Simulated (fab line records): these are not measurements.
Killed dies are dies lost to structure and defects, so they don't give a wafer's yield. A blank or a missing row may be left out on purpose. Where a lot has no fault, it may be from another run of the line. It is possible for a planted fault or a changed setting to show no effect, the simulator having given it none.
Chamber matching + flow nandHarc + NHARC_P_CONTACT_ALD_22 on aldMetal-04 has 4 sister chambers
The step deposits TiN, target thk 3 nm, pulse time 1 s, ald cycles 150. 8 wafers are shown with their chamber, then 9 later ones without.

== WAFERS PAIRED WITH THEIR CHAMBERS ==
| wafer  | chamber | heaterPowerW (W) | precursorPulseHeightRel |
|--------|---------|------------------|-------------------------|
| L086.1 | 0       | 1190             | 1.005                   |
| L086.5 | 1       | 1162             | 0.999                   |
| L089.1 | 3       | 1239             | 1.000                   |
| L089.4 | 1       | 1144             | 1.027                   |
| L089.6 | 2       | 1147             | 0.969                   |
| L090.1 | 3       | 1248             | 1.031                   |
| L090.2 | 0       | 1170             | 0.985                   |
| L090.5 | 2       | 1145             | 0.959                   |

== WAFERS WITH NO CHAMBER GIVEN ==
| wafer  | heaterPowerW (W) | precursorPulseHeightRel |
|--------|------------------|-------------------------|
| L093.3 | 1181             | 0.996                   |
| L093.4 | 1209             | 0.995                   |
| L093.5 | 1093             | 0.999                   |
| L096.3 | 1090             | 1.014                   |
| L096.4 | 1229             | 1.051                   |
| L096.6 | 1168             | 1.020                   |
| L097.1 | 1184             | 0.993                   |
| L097.4 | 1164             | 1.023                   |
| L097.5 | 1124             | 1.030                   |

== CHAMBER TAKEN BY EACH ==
| wafer  | from the rows above     | in truth                   |
|--------|-------------------------|----------------------------|
| L093.3 | 0                       | 0                          |
| L093.4 | can't be placed: 0 or 3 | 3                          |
| L093.5 | can't be placed: 2 or 1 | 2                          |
| L096.3 | can't be placed: 1 or 2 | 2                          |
| L096.4 | 3                       | 3                          |
| L096.6 | can't be placed: 1 or 0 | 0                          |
| L097.1 | 0                       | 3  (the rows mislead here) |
| L097.4 | can't be placed: 1 or 0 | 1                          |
| L097.5 | can't be placed: 1 or 2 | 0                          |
Correct placement for 2 of the 9. Cannot be placed on the basis of these rows: 6; the candidates contain the true chamber in 5. Placed wrongly: 1.
How it was worked out, from the rows above alone: a wafer's distance from a chamber is the root of the sum, over the readings, of the square of ((its reading less the chamber's mean) divided by the reading's scatter). If the next closest chamber is less than 2 further off than the closest, the wafer can't be placed; otherwise it belongs to the closest. Each chamber's mean is taken over the wafers shown for it. The scatter: the root of (the sum of the squares of (reading less its chamber's mean) over the shown wafers, divided by (wafers less chambers)).
